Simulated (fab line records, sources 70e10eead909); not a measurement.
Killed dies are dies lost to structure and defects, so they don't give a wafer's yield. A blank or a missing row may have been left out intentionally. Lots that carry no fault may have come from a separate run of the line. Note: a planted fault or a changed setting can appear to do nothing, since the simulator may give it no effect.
fab line records	flow nand-harc	part 1 of 2: steps 1 to 26 of 33
record: lots: 5	wafers: 15	last-day: 25
route steps=1159 shown A_WL_FILL@824 A_CONTACT@840
lots that met no fault: from a run of the same line without faults
start-h: start of the lot's first displayed wafer, in hours after the record's first day	wait-h: hours from the lot's prior step to this one	" same as the row above	L1.1+2: one row covering several wafers at once	- no value, or no start given	* or withheld: withheld	< > ~ a bound
route shown NAME@n: NAME is a module with steps in the file, n the number in the route of the first one	usual: average and standard deviation across the fault-free wafers	same: alike in all rows	chamber/n: place in a boat	sites: readings site by site	_std_site: standard deviation across them	_edge_site: outer sites' mean less inner sites'	radius-mm: how far each site lies from the wafer's centre	mask NAME#n: copy n	behind: the last tool/chamber to shape the wafer	hold: reason for holding the lot/hours on hold/outcome of the hold	device: which transistor (n, p or np) failed to switch	end of line: tests run on the same wafers once the route is complete	step lacking rows: just its recipe	killed: dies lost to structure and defects at the first sort, not the wafer's yield	map: shows each die of a wafer: x if killed, . if not, _ if none is there
set.NAME: the setting as run; set.NAME@STEP: as run at that earlier step	model.NAME: the simulator's own value behind a step, which no gauge read
a table for each step, a row for each wafer; lots at some steps of the route
services: the hour from which a tool's chamber was out of use, counted from the record's first day as start-h (under 0 if before that day), plus the number of hours and why
== steps ==
step: NHARC_A_WL_FILL_STRIP_29
recipe: time-s: 20	o2-flow-sccm: 500	ar-flow-sccm: 0	bias-w: 0	chemistry: O2
usual: drypump-motor-current-A: 5.6/0.57	oes-product-au: 1.002/0.0094	rf-vpp-V: 57.9/0.99	showerhead-plenum-p-Torr: 3.56/0.15	throttle-valve-pct: 17.036/0.0094
lot.wafer	tool	chamber	start-h	wait-h	drypump-motor-current-A	oes-product-au	rf-hours-counter-h	rf-vpp-V	showerhead-plenum-p-Torr	throttle-valve-pct
L075.4	rie-diel-02	3	354.75	0.1	6.4	1.007	0.5	59.1	3.32	17.033
L075.2	"	1	"	"	5.7	1.002	0.5	58.4	3.76	17.020
L075.6	"	2	"	"	6.1	0.994	-	57.7	3.48	17.031
L081.2	rie-diel-12	1	392.45	0.1	4.9	1.002	0.1	57.2	3.57	17.031
L081.6	"	0	"	"	6.3	0.997	-	57.3	3.42	17.024
L081.4	"	1	"	"	4.9	1.006	-	58.4	3.57	17.034
L080.4	rie-diel-01	1	392.49	0.1	5.7	0.999	1.7	58.5	3.71	17.037
L080.3	"	2	"	"	5.4	1.002	1.6	59.7	3.54	17.035
L080.2	"	3	"	"	5.3	1.009	1.7	58.3	3.56	17.043
L079.4	rie-diel-02	0	407.40	0.1	6.8	0.988	2.2	56.2	3.41	17.035
L079.3	"	1	"	"	5.7	1.011	2.1	58.4	3.76	17.034
L079.5	"	1	"	"	5.7	1.001	-	60.4	3.76	17.036
L097.3	rie-diel-12	0	507.85	0.1	6.3	0.990	7.0	57.9	3.41	17.043
L097.1	"	1	"	"	4.9	1.008	8.5	58.0	3.56	17.037
L097.5	"	1	"	"	5.0	1.003	-	57.8	3.56	17.045
step: NHARC_A_WL_FILL_ETCHBACK_17
recipe: target-depth-a: 40	time-s: 26.7	chemistry: Cl2/BCl3
usual: drypump-motor-current-A: 5.9/0.4	oes-product-au: 1.000/0.013
lot.wafer	tool	chamber	start-h	wait-h	drypump-motor-current-A	oes-product-au	rf-hours-counter-h
L075.2	rie-metal-01	1	354.83	-	6.3	1.002	0.5
L075.4	"	1	"	"	6.3	1.003	-
L075.6	"	0	"	"	5.2	1.017	-
L081.2	rie-metal-01	0	392.56	-	5.2	1.012	1.3
L081.4	"	1	"	"	6.4	0.993	-
L081.6	"	0	"	"	5.2	1.012	-
L080.2	rie-metal-03	0	392.60	-	6.1	1.010	3.5
L080.4	"	1	"	"	6.2	0.999	-
L080.3	"	0	"	"	6.1	1.005	-
L079.4	rie-metal-02	1	407.52	-	5.9	0.990	-
L079.3	"	0	"	"	5.8	0.983	-
L079.5	"	1	"	"	5.9	0.985	-
L097.1	rie-metal-01	0	507.97	-	5.2	1.013	5.0
L097.3	"	0	"	"	5.2	1.009	-
L097.5	"	1	"	"	6.3	0.994	-
step: NHARC_A_WL_FILL_PRECLEAN_18
recipe: time-s: 30	chemistry: dHF
lot.wafer	tool	chamber	start-h	wait-h
L075.4+2+6	wet-bench-09	6,1,2	355.02	0.1
L081.6+2+4	wet-bench-04	4,5,7	392.73	0.1
L080.2+3+4	wet-bench-09	2,3,6	392.77	0.1
L079.3+4+5	wet-bench-03	5,0,1	407.67	0.1
L097.3+5+1	wet-bench-09	6,7,1	508.14	0.1
step: NHARC_A_WL_FILL_SRD_21
lot.wafer	tool	chamber	start-h	wait-h
L075.4+2+6	wet-bench-09	6,1,2	355.04	0.0
L081.6+2+4	wet-bench-04	4,5,7	392.75	0.0
L080.2+3+4	wet-bench-09	2,3,6	392.79	0.0
L079.3+4+5	wet-bench-03	5,0,1	407.69	0.0
L097.3+5+1	wet-bench-09	6,7,1	508.16	0.0
step: NHARC_A_WL_FILL_CVD_23
recipe: target-thk-a: 400	temp-c: 620	pressure-mtorr: 200	time-s: 800	material: poly-Si
usual: spike-tc-upper-C: 619.9/1.3	zone-power-upper-pct: 8.39/0.27
lot.wafer	tool	chamber	start-h	wait-h	spike-tc-upper-C	zone-power-upper-pct
L075.2	lpcvd-poly-03	0	357.46	2.4	619.7	8.52
L075.4	"	0	"	"	621.1	8.73
L075.6	"	0	"	"	619.7	8.51
L080.2	lpcvd-poly-03	0	395.18	2.4	621.2	8.66
L080.3	"	0	"	"	619.1	8.64
L080.4	"	0	"	"	620.9	8.53
L081.2	lpcvd-poly-03	0	395.18	2.4	620.5	8.67
L081.4	"	0	"	"	620.9	8.66
L081.6	"	0	"	"	621.3	8.85
L079.3	lpcvd-poly-04	0	410.30	2.6	621.4	8.36
L079.4	"	0	"	"	618.9	8.49
L079.5	"	0	"	"	617.2	8.33
L097.1	lpcvd-poly-04	0	510.76	2.6	620.2	8.44
L097.3	"	0	"	"	619.1	8.49
L097.5	"	0	"	"	617.6	8.35
step: NHARC_A_WL_FILL_ETCHBACK_26
recipe: target-depth-a: 520	time-s: 13.3	hbr-flow-sccm: 150	rf-w: 350	icp-w: 350	bias-w: 60	chemistry: HBr
usual: drypump-motor-current-A: 5.8/0.41	oes-product-au: 0.999/0.012	throttle-valve-pct: 23.267/0.01
lot.wafer	tool	chamber	start-h	wait-h	drypump-motor-current-A	oes-product-au	rf-hours-counter-h	throttle-valve-pct
L075.4	rie-si-04	2	360.08	0.4	6.0	1.015	0.6	23.253
L075.2	"	0	"	"	5.6	1.006	0.6	23.286
L075.6	"	2	"	"	6.0	1.020	-	23.267
L080.3	rie-si-01	0	397.75	0.4	5.5	1.004	0.6	23.259
L080.2	"	1	"	"	5.0	1.013	0.7	23.262
L080.4	"	2	"	"	6.8	1.003	0.8	23.263
L081.2	rie-si-03	0	397.77	0.4	6.0	1.008	0.4	23.285
L081.6	"	0	"	"	6.0	1.023	-	23.276
L081.4	"	2	"	"	5.8	0.997	-	23.270
L079.4	rie-si-01	2	412.86	0.4	6.8	0.989	0.8	23.256
L079.3	"	0	"	"	5.6	0.994	0.7	23.261
L079.5	"	2	"	"	6.7	1.002	-	23.278
L097.3	rie-si-01	3	513.32	0.4	5.9	1.010	0.1	23.272
L097.1	"	2	"	"	6.8	0.987	0.1	23.256
L097.5	"	3	"	"	5.9	1.005	-	23.271
step: NHARC_A_WL_FILL_PRECLEAN_30
recipe: time-s: 10	chemistry: dHF
lot.wafer	tool	chamber	start-h	wait-h
L075.6+2+4	wet-bench-04	0,1,2	360.22	0.1
L080.2+4+3	wet-bench-09	0,4,5	397.89	0.1
L081.6+2+4	wet-bench-04	5,7,0	397.94	0.1
L079.4+3+5	wet-bench-03	4,6,7	413.00	0.1
L097.5+3+1	wet-bench-09	4,6,1	513.46	0.1
step: NHARC_A_WL_FILL_SRD_14
lot.wafer	tool	chamber	start-h	wait-h
L075.6+2+4	wet-bench-04	0,1,2	360.25	0.0
L080.2+4+3	wet-bench-09	0,4,5	397.92	0.0
L081.6+2+4	wet-bench-04	5,7,0	397.97	0.0
L079.4+3+5	wet-bench-03	4,6,7	413.02	0.0
L097.5+3+1	wet-bench-09	4,6,1	513.48	0.0
step: NHARC_A_WL_FILL_ALD_19
recipe: target-thk-a: 20	pulse-time-s: 3	ald-cycles: 100	temp-c: 450	material: TiN
usual: heater-power-w: 1040/95	precursor-pulse-height-rel: 1.000/0.019
lot.wafer	tool	chamber	start-h	wait-h	heater-power-w	precursor-pulse-height-rel
L075.4	ald-metal-03	2	360.39	0.1	1036	0.974
L075.2	"	3	"	"	913	1.014
L075.6	"	0	"	"	962	0.985
L080.2	ald-metal-04	3	398.04	0.1	1027	1.003
L080.3	"	0	"	"	1090	0.993
L080.4	"	1	"	"	913	0.991
L081.4	ald-metal-02	1	398.09	0.1	1060	0.999
L081.2	"	3	"	"	1068	1.017
L081.6	"	0	"	"	973	1.042
L079.3	ald-metal-03	2	413.14	0.1	1050	0.974
L079.4	"	0	"	"	984	0.967
L079.5	"	2	"	"	1081	1.025
L097.1	ald-metal-02	2	513.59	0.1	1069	0.989
L097.3	"	0	"	"	977	1.027
L097.5	"	2	"	"	1086	1.002
step: NHARC_A_WL_FILL_CVD_20
recipe: target-thk-a: 750	temp-c: 300	pressure-torr: 40	wf6-flow-sccm: 40	h2-flow-sccm: 1600	ar-flow-sccm: 1560	time-s: 5064	material: W
usual: heater-power-w: 494/15	throttle-valve-pct: 8.0/0.31
lot.wafer	tool	chamber	start-h	wait-h	heater-power-w	throttle-valve-pct
L075.2	cvd-w-02	0	-	-	471	8.3
L075.4	"	1	"	"	510	8.2
L075.6	"	0	"	"	466	8.1
L081.2	cvd-w-01	0	-	-	485	7.5
L081.4	"	0	"	"	483	7.8
L081.6	"	0	"	"	476	8.0
L080.2	cvd-w-02	1	-	-	491	7.8
L080.3	"	0	"	"	483	7.8
L080.4	"	1	"	"	498	8.0
L079.4	cvd-w-01	1	-	-	519	8.5
L079.3	"	0	"	"	490	7.7
L079.5	"	0	"	"	464	7.5
L097.1	cvd-w-01	1	-	-	487	8.4
L097.3	"	0	"	"	502	7.7
L097.5	"	0	"	"	500	8.1
step: NHARC_A_WL_FILL_CMP_12
recipe: t-overpolish-s: 30	target-thk-nm: 75
usual: motor-current-A: 12.2/1	overpolish-run-s: 30.000/0.0085	time-to-endpoint-s: 15.2/2.9
lot.wafer	tool	chamber	start-h	wait-h	motor-current-A	overpolish-run-s	time-to-endpoint-s
L075.2	cmp-03	0	365.62	3.6	12.6	29.995	11.1
L075.4	"	1	"	"	12.2	30.017	15.3
L075.6	"	0	"	"	12.6	30.004	15.4
L080.4	cmp-01	3	405.76	2.2	13.3	30.000	11.2
L080.2	"	0	"	"	12.0	29.997	10.9
L080.3	"	2	"	"	11.4	29.986	12.0
L081.4	cmp-01	3	405.91	2.9	12.6	30.003	10.2
L081.2	"	1	"	"	11.6	29.998	17.6
L081.6	"	3	"	"	13.2	29.998	11.5
L079.4	cmp-03	1	422.26	2.9	11.4	30.001	14.3
L079.3	"	2	"	"	12.5	30.002	19.3
L079.5	"	1	"	"	11.7	29.986	14.5
L097.1	cmp-01	1	520.43	3.7	11.5	29.995	21.8
L097.3	"	2	"	"	11.0	29.991	12.5
L097.5	"	0	"	"	11.8	30.008	17.1
step: NHARC_A_WL_FILL_SRD_31
lot.wafer	tool	chamber	start-h	wait-h
L075.2+6+4	wet-bench-04	4,5,1	365.92	0.0
L080.3+2+4	wet-bench-09	0,2,5	406.08	0.0
L081.4+6+2	wet-bench-09	4,5,7	406.24	0.0
L079.3+5+4	wet-bench-09	1,2,5	422.58	0.0
L097.3+1+5	wet-bench-03	7,0,1	520.71	0.0
step: NHARC_A_WL_FILL_INSPECT_15
usual: raw-defect-count: 379/130
lot.wafer	tool	chamber	start-h	wait-h	raw-defect-count
L075.2	defect-inspect-01	-	366.06	0.0	332
L075.4	"	-	"	"	335
L075.6	"	-	"	"	410
L080.2	defect-inspect-02	-	406.24	0.0	350
L080.3	"	-	"	"	438
L080.4	"	-	"	"	351
L081.2	defect-inspect-01	-	406.40	0.0	513
L081.4	"	-	"	"	451
L081.6	"	-	"	"	489
L079.3	defect-inspect-02	-	422.75	0.0	382
L079.4	"	-	"	"	473
L079.5	"	-	"	"	388
L097.1	defect-inspect-01	-	520.87	0.0	391
L097.3	"	-	"	"	452
L097.5	"	-	"	"	648
step: NHARC_A_CONTACT_DEP_24
recipe: target-thk-a: 5000	temp-c: 400	pressure-torr: 6.5	rf-w: 900	teos-flow-sccm: 161.4	flow-sccm: 2650	target-thk-nm: 500	gas: O2	material: SiO2
usual: heater-power-w: 588/120	throttle-valve-pct: 15.9/0.58
lot.wafer	tool	chamber	start-h	wait-h	heater-power-w	throttle-valve-pct
L075.2	pecvd-02	0	366.25	0.2	618	15.8
L075.6	"	1	"	"	647	15.9
L075.4	"	2	"	"	324	15.6
L080.3	pecvd-03	1	406.31	0.1	550	17.1
L080.2	"	0	"	"	776	15.5
L080.4	"	0	"	"	812	15.6
L081.2	pecvd-02	1	406.59	0.2	697	16.1
L081.4	"	2	"	"	448	15.5
L081.6	"	1	"	"	709	16.4
L079.3	pecvd-04	2	422.99	0.2	685	15.0
L079.5	"	0	"	"	480	16.0
L079.4	"	2	"	"	540	15.2
L097.3	pecvd-04	2	520.94	0.1	614	15.4
L097.1	"	1	"	"	615	15.2
L097.5	"	0	"	"	479	16.1
step: NHARC_A_CONTACT_DEP_28
recipe: target-thk-a: 36000	temp-c: 400	material: aC
usual: throttle-valve-pct: 34.999/0.0093
lot.wafer	tool	chamber	start-h	wait-h	throttle-valve-pct
L075.2	acl-dep-01	0	367.43	0.8	34.997
L075.4	"	0	"	"	35.007
L075.6	"	0	"	"	35.016
L080.2	acl-dep-02	0	407.28	0.4	35.006
L080.3	"	0	"	"	34.992
L080.4	"	0	"	"	35.002
L081.2	acl-dep-02	0	409.48	2.5	34.993
L081.4	"	0	"	"	34.998
L081.6	"	0	"	"	35.004
L079.3	acl-dep-03	0	424.20	0.8	34.993
L079.4	"	0	"	"	35.005
L079.5	"	0	"	"	35.001
L097.1	acl-dep-03	0	522.08	0.6	34.979
L097.3	"	0	"	"	34.993
L097.5	"	0	"	"	35.004
step: NHARC_A_CONTACT_DEP_29
recipe: target-thk-a: 700	target-thk-nm: 70	temp-c: 400	pressure-torr: 3.5	flow-sccm: 200	rf-w: 350	material: SiON
usual: heater-power-w: 755/110
lot.wafer	tool	chamber	start-h	wait-h	heater-power-w
L075.2	pecvd-03	2	369.35	1.6	772
L075.6	"	2	"	"	761
L075.4	"	0	"	"	877
L080.2	pecvd-03	2	409.14	1.5	686
L080.3	"	1	"	"	653
L080.4	"	2	"	"	705
L081.2	pecvd-02	0	411.32	1.5	814
L081.6	"	0	"	"	829
L081.4	"	2	"	"	600
L079.3	pecvd-02	0	425.78	1.2	840
L079.4	"	2	"	"	553
L079.5	"	0	"	"	845
L097.3	pecvd-04	0	524.47	1.3	590
L097.1	"	1	"	"	709
L097.5	"	1	"	"	723
step: NHARC_A_CONTACT_DEHYDRATE_32
recipe: temp-c: 150	time-s: 120
usual: exhaust-pa: 45.0/0.86
lot.wafer	tool	chamber	start-h	wait-h	exhaust-pa
L075.2	litho-track-04	0	369.60	0.2	45.3
L075.4	"	0	"	"	44.8
L075.6	"	0	"	"	45.0
L080.2	litho-track-01	0	409.41	0.2	44.2
L080.3	"	0	"	"	45.0
L080.4	"	0	"	"	45.5
L081.2	litho-track-04	0	411.59	0.2	44.9
L081.4	"	0	"	"	45.3
L081.6	"	0	"	"	44.6
L079.3	litho-track-04	0	425.99	0.2	45.4
L079.4	"	0	"	"	44.5
L079.5	"	0	"	"	45.2
L097.1	litho-track-04	0	524.71	0.2	44.5
L097.3	"	0	"	"	44.6
L097.5	"	0	"	"	44.0
step: NHARC_A_CONTACT_HMDS_33
recipe: time-s: 30
usual: exhaust-pa: 45.1/0.87
lot.wafer	tool	chamber	start-h	wait-h	exhaust-pa
L075.2	litho-track-04	0	-	-	45.5
L075.4	"	0	"	"	45.9
L075.6	"	0	"	"	46.9
L080.2	litho-track-01	0	-	-	44.2
L080.3	"	0	"	"	44.9
L080.4	"	0	"	"	45.2
L081.2	litho-track-04	0	-	-	45.1
L081.4	"	0	"	"	45.7
L081.6	"	0	"	"	45.3
L079.3	litho-track-04	0	-	-	46.1
L079.4	"	0	"	"	45.6
L079.5	"	0	"	"	45.0
L097.1	litho-track-04	0	-	-	44.1
L097.3	"	0	"	"	44.6
L097.5	"	0	"	"	45.0
step: NHARC_A_CONTACT_COAT_34
recipe: temp-c: 260	time-s: 75
usual: exhaust-pa: 45.0/0.96
lot.wafer	tool	chamber	start-h	wait-h	exhaust-pa
L075.2	litho-track-04	0	-	-	44.2
L075.4	"	0	"	"	44.1
L075.6	"	0	"	"	44.5
L080.2	litho-track-01	0	-	-	44.5
L080.3	"	0	"	"	45.5
L080.4	"	0	"	"	44.5
L081.2	litho-track-04	0	-	-	44.6
L081.4	"	0	"	"	45.3
L081.6	"	0	"	"	45.9
L079.3	litho-track-04	0	-	-	45.9
L079.4	"	0	"	"	46.5
L079.5	"	0	"	"	46.4
L097.1	litho-track-04	0	-	-	44.2
L097.3	"	0	"	"	45.2
L097.5	"	0	"	"	46.7
step: NHARC_A_CONTACT_COAT_35
recipe: temp-c: 225	time-s: 65
usual: exhaust-pa: 45.1/0.95
lot.wafer	tool	chamber	start-h	wait-h	exhaust-pa
L075.2	litho-track-04	0	-	-	45.3
L075.4	"	0	"	"	46.1
L075.6	"	0	"	"	45.7
L080.2	litho-track-01	0	-	-	44.4
L080.3	"	0	"	"	44.3
L080.4	"	0	"	"	45.2
L081.2	litho-track-04	0	-	-	43.5
L081.4	"	0	"	"	45.1
L081.6	"	0	"	"	44.1
L079.3	litho-track-04	0	-	-	43.8
L079.4	"	0	"	"	44.6
L079.5	"	0	"	"	44.1
L097.1	litho-track-04	0	-	-	44.5
L097.3	"	0	"	"	46.0
L097.5	"	0	"	"	44.9
step: NHARC_A_CONTACT_COAT_36
recipe: spin-rpm: 1500	resist-thk-nm: 90
usual: exhaust-pa: 45.1/0.92
lot.wafer	tool	chamber	start-h	wait-h	exhaust-pa
L075.2	litho-track-04	0	-	-	44.8
L075.4	"	0	"	"	45.5
L075.6	"	0	"	"	45.2
L080.2	litho-track-01	0	-	-	44.6
L080.3	"	0	"	"	46.5
L080.4	"	0	"	"	45.3
L081.2	litho-track-04	0	-	-	43.9
L081.4	"	0	"	"	44.6
L081.6	"	0	"	"	44.3
L079.3	litho-track-04	0	-	-	46.0
L079.4	"	0	"	"	45.8
L079.5	"	0	"	"	44.5
L097.1	litho-track-04	0	-	-	43.8
L097.3	"	0	"	"	44.7
L097.5	"	0	"	"	44.5
step: NHARC_A_CONTACT_SOFTBAKE_37
recipe: temp-c: 105	time-s: 55
usual: exhaust-pa: 45.0/0.9
lot.wafer	tool	chamber	start-h	wait-h	exhaust-pa
L075.2	litho-track-04	0	-	-	45.0
L075.4	"	0	"	"	44.8
L075.6	"	0	"	"	45.7
L080.2	litho-track-01	0	-	-	44.3
L080.3	"	0	"	"	45.1
L080.4	"	0	"	"	45.2
L081.2	litho-track-04	0	-	-	44.7
L081.4	"	0	"	"	44.5
L081.6	"	0	"	"	44.5
L079.3	litho-track-04	0	-	-	45.4
L079.4	"	0	"	"	45.6
L079.5	"	0	"	"	45.8
L097.1	litho-track-04	0	-	-	43.6
L097.3	"	0	"	"	45.6
L097.5	"	0	"	"	44.6
step: NHARC_A_CONTACT_EBR_38
usual: exhaust-pa: 45.0/0.84
lot.wafer	tool	chamber	start-h	wait-h	exhaust-pa
L075.2	litho-track-04	0	-	-	44.0
L075.4	"	0	"	"	44.3
L075.6	"	0	"	"	44.7
L080.2	litho-track-01	0	-	-	44.1
L080.3	"	0	"	"	43.9
L080.4	"	0	"	"	44.2
L081.2	litho-track-04	0	-	-	44.6
L081.4	"	0	"	"	45.0
L081.6	"	0	"	"	45.1
L079.3	litho-track-04	0	-	-	45.8
L079.4	"	0	"	"	43.7
L079.5	"	0	"	"	44.9
L097.1	litho-track-04	0	-	-	44.4
L097.3	"	0	"	"	45.1
L097.5	"	0	"	"	45.6
step: NHARC_A_CONTACT_EXPOSE_39
recipe: na: 1.35	sigma-outer: 0.8	dose-mj: 58.79	mask-id: A_CC_3
lot.wafer	tool	chamber	start-h	wait-h	mask
L075.2+4+6	arfi-scanner-02	0	369.91	-	A_CC_3#0
L080.2+3+4	arfi-scanner-03	0	409.73	-	A_CC_3#0
L081.2+4+6	arfi-scanner-01	0	411.91	-	A_CC_3#0
L079.3+4+5	arfi-scanner-01	0	426.31	-	A_CC_3#0
L097.1+3+5	arfi-scanner-03	0	525.02	-	A_CC_3#0
step: NHARC_A_CONTACT_PEB_40
recipe: peb-temp-c: 100	peb-time-s: 65
usual: exhaust-pa: 45.1/0.98
lot.wafer	tool	chamber	start-h	wait-h	exhaust-pa
L075.2	litho-track-01	0	369.97	0.1	43.6
L075.4	"	0	"	"	45.2
L075.6	"	0	"	"	42.7
L080.2	litho-track-06	0	409.78	0.1	43.8
L080.3	"	0	"	"	43.6
L080.4	"	0	"	"	44.3
L081.2	litho-track-06	0	411.96	0.1	46.5
L081.4	"	0	"	"	46.1
L081.6	"	0	"	"	45.2
L079.3	litho-track-06	0	426.36	0.0	44.7
L079.4	"	0	"	"	46.3
L079.5	"	0	"	"	44.3
L097.1	litho-track-04	0	525.08	0.1	45.3
L097.3	"	0	"	"	44.3
L097.5	"	0	"	"	45.9
step: NHARC_A_CONTACT_DEVELOP_41
recipe: develop-time-s: 35	dev-temp-c: 23
usual: exhaust-pa: 45.0/0.92
lot.wafer	tool	chamber	start-h	wait-h	exhaust-pa
L075.2	litho-track-01	0	-	-	44.1
L075.4	"	0	"	"	45.8
L075.6	"	0	"	"	44.8
L080.2	litho-track-06	0	-	-	45.2
L080.3	"	0	"	"	45.2
L080.4	"	0	"	"	43.8
L081.2	litho-track-06	0	-	-	45.1
L081.4	"	0	"	"	45.4
L081.6	"	0	"	"	45.3
L079.3	litho-track-06	0	-	-	46.7
L079.4	"	0	"	"	44.6
L079.5	"	0	"	"	45.9
L097.1	litho-track-04	0	-	-	46.5
L097.3	"	0	"	"	46.7
L097.5	"	0	"	"	46.5
